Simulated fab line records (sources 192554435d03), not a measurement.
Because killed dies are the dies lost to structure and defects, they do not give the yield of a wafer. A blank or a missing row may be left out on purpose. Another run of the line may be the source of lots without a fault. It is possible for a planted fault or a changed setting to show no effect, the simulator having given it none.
Which of the tools did it? | flow n5Finfet | 10 lots, 30 wafers sampled, at 4 steps of a route of 1938

WHAT THE GAUGES READ, wafer by wafer
N5_BEOL_M7_CD_MEAS_18: pitch 80 nm, target cd 40 nm. Usual: cdNm at 40.0 nm, with a standard deviation of 0.59.
lot  | measured     | on       | cdNm (nm)      | flag
L162 | day 10 19:37 | cdSem-01 | 41.0 39.9 40.4 | 
L164 | day 11 06:32 | cdSem-03 | 40.0 39.4 40.3 | 
L163 | day 11 16:32 | cdSem-01 | 40.0 40.6 39.8 | 
L165 | day 11 20:15 | cdSem-02 | 39.1 39.2 40.4 | 
L167 | day 12 16:09 | cdSem-02 | 39.5 40.1 41.3 | 
L175 | day 14 19:41 | cdSem-03 | 38.9 39.8 40.0 | 
L178 | day 15 11:44 | cdSem-01 | 38.2 39.5 39.8 | 
L179 | day 15 19:02 | cdSem-03 | 39.8 40.7 40.1 | 
L181 | day 16 16:17 | cdSem-01 | 41.0 40.2 40.4 | 
L183 | day 17 19:47 | cdSem-01 | 40.0 40.2 39.8 | 

N5_BEOL_M7_OCD_MEAS_38. Usual: trenchDepthNm at 94.0 nm, with a standard deviation of 1.7.
lot  | measured     | on     | trenchDepthNm (nm) | flag
L162 | day 10 20:52 | ocd-01 | 91.4 93.6 94.2     | 
L164 | day 11 08:14 | ocd-02 | 95.1 96.0 94.5     | 
L163 | day 11 19:28 | ocd-02 | 94.1 94.2 95.0     | 
L165 | day 11 21:41 | ocd-02 | 93.6 93.0 93.0     | 
L167 | day 12 18:20 | ocd-01 | 92.8 93.0 93.6     | 
L175 | day 14 23:11 | ocd-01 | 91.8 94.1 93.7     | 
L178 | day 15 13:17 | ocd-01 | 94.8 94.3 91.1     | 
L179 | day 15 21:16 | ocd-02 | 96.6 92.6 92.0     | 
L181 | day 16 19:52 | ocd-01 | 93.1 92.3 92.2     | 
L183 | day 17 23:28 | ocd-01 | 97.8 95.7 94.2     | 

WHAT TOOL EACH LOT RAN ON (gives the tool, then ch and the chambers of the sampled wafers, and finally the start)
lot  | N5_BEOL_M7_HM_OPEN_17            | N5_BEOL_M7_VIA_ETCH_34
L162 | rieMetal-02 ch 0,1, day 10 19:28 | rieDiel-05 ch 0,1,2, day 10 20:37
L164 | rieMetal-01 ch 0,1, day 11 06:16 | rieDiel-05 ch 1,2,3, day 11 07:59
L163 | rieMetal-02 ch 1, day 11 16:16   | rieDiel-05 ch 1,2,3, day 11 19:13
L165 | rieMetal-01 ch 0,1, day 11 20:04 | rieDiel-04 ch 0,1,2, day 11 21:26
L167 | rieMetal-01 ch 1, day 12 15:58   | rieDiel-04 ch 1,2, day 12 18:05
L175 | rieMetal-03 ch 0,1, day 14 19:30 | rieDiel-05 ch 0,1,2, day 14 22:56
L178 | rieMetal-01 ch 0, day 15 11:28   | rieDiel-05 ch 0,2,3, day 15 13:03
L179 | rieMetal-01 ch 0, day 15 18:49   | rieDiel-04 ch 1,2,3, day 15 21:01
L181 | rieMetal-01 ch 0, day 16 16:01   | rieDiel-04 ch 0,1,2, day 16 19:37
L183 | rieMetal-02 ch 0,1, day 17 19:38 | rieDiel-05 ch 0,1,2, day 17 23:13
- N5_BEOL_M7_HM_OPEN_17: chemistry Cl2/BCl3, target TiN, target depth 20 nm, overetch 6 nm.
- N5_BEOL_M7_VIA_ETCH_34: etches SiCOH lowk in C4F6/O2, target depth 125.5 nm, time 50.5 s.

AS READ BY THE TOOLS THEMSELVES (means over the sampled wafers that have a number; for cases with no such wafer, the mark the record gives instead)
N5_BEOL_M7_HM_OPEN_17. Usual: chamberPressureMTorr 10.000 mTorr, standard deviation 0.009; drypumpMotorCurrentA 5.4 A, standard deviation 0.54; oesProductAu 0.70 a.u., standard deviation 0.063; rfFwdPowerW 994 W, standard deviation 3.1; throttleValvePct 22.06 %, standard deviation 0.23.
lot  | tool        | chamberPressureMTorr (mTorr) | drypumpMotorCurrentA (A) | oesProductAu (a.u.) | rfFwdPowerW (W) | throttleValvePct (%) | flag
L162 | rieMetal-02 | 9.998                        | 5.9                      | 0.65                | 998             | 22.18                | 
L164 | rieMetal-01 | 10.006                       | 5.2                      | 0.69                | 994             | 22.00                | 
L163 | rieMetal-02 | 9.998                        | 6.4                      | 0.73                | 993             | 22.25                | 
L165 | rieMetal-01 | 9.998                        | 5.4                      | 0.69                | 995             | 21.88                | 
L167 | rieMetal-01 | 9.994                        | 5.6                      | 0.67                | 993             | 21.81                | 
L175 | rieMetal-03 | 10.002                       | 5.4                      | 0.71                | 997             | 22.19                | 
L178 | rieMetal-01 | 10.001                       | 4.9                      | 0.68                | 994             | 22.09                | 
L179 | rieMetal-01 | 9.999                        | 4.9                      | 0.69                | 995             | 22.09                | 
L181 | rieMetal-01 | 10.002                       | 5.0                      | 0.68                | 998             | 22.09                | 
L183 | rieMetal-02 | 9.996                        | 5.4                      | 0.74                | 988             | 21.96                | 

N5_BEOL_M7_VIA_ETCH_34. Usual: chamberPressureMTorr 29.998 mTorr, standard deviation 0.027; drypumpMotorCurrentA 5.6 A, standard deviation 0.48; oes_f_703_au 0.79 a.u., standard deviation 0.067; oesProductAu 0.79 a.u., standard deviation 0.074; rfFwdPowerW 341.3 W, standard deviation 1.3; rfVppV 659 V, standard deviation 13; showerheadPlenumPTorr 2.83 Torr, standard deviation 0.087; throttleValvePct 20.99 %, standard deviation 0.18.
lot  | tool       | chamberPressureMTorr (mTorr) | drypumpMotorCurrentA (A) | oes_f_703_au (a.u.) | oesProductAu (a.u.) | rfFwdPowerW (W) | rfVppV (V) | showerheadPlenumPTorr (Torr) | throttleValvePct (%) | flag
L162 | rieDiel-05 | 30.008                       | 5.4                      | 0.79                | 0.77                | 340.2           | 658        | 2.90                         | 21.08                | 
L164 | rieDiel-05 | 30.022                       | 5.5                      | 0.83                | 0.82                | 341.9           | 656        | 2.85                         | 21.03                | 
L163 | rieDiel-05 | 30.025                       | 5.5                      | 0.82                | 0.81                | 341.2           | 655        | 2.84                         | 21.04                | 
L165 | rieDiel-04 | 29.997                       | 5.7                      | 0.75                | 0.75                | 341.4           | 656        | 2.77                         | 20.96                | 
L167 | rieDiel-04 | 29.982                       | 5.6                      | 0.80                | 0.86                | 342.0           | 651        | 2.75                         | 20.93                | 
L175 | rieDiel-05 | 29.985                       | 5.4                      | 0.76                | 0.74                | 341.0           | 658        | 2.88                         | 21.13                | 
L178 | rieDiel-05 | 29.975                       | 5.1                      | 0.75                | 0.74                | 340.9           | 655        | 2.81                         | 21.04                | 
L179 | rieDiel-04 | 29.992                       | 5.7                      | 0.83                | 0.82                | 341.5           | 655        | 2.76                         | 20.97                | 
L181 | rieDiel-04 | 29.989                       | 5.7                      | 0.80                | 0.79                | 342.9           | 655        | 2.75                         | 20.90                | 
L183 | rieDiel-05 | 29.983                       | 5.4                      | 0.83                | 0.82                | 341.9           | 657        | 2.87                         | 21.05                | 

THE ANSWER, worked out from the rows above alone
Rule: a lot counts as off when the mean over its wafers that have a number is more than 3 standard deviations away from the usual mean. Also off: a lot with no number at a reading for which 4 or more lots have one. All remaining lots with rows at the step are treated as sound. Order of review: gauges by route order, followed by the tools' own readings, for which a lot's mean as printed above is used. The first step at which some lot is off is used, and at that step the reading that is off furthest; a lot without a number counts as furthest.
Across all readings shown, no lot is off: no conclusion can be drawn from this.

WHAT THE SIMULATOR HAD INSERTED
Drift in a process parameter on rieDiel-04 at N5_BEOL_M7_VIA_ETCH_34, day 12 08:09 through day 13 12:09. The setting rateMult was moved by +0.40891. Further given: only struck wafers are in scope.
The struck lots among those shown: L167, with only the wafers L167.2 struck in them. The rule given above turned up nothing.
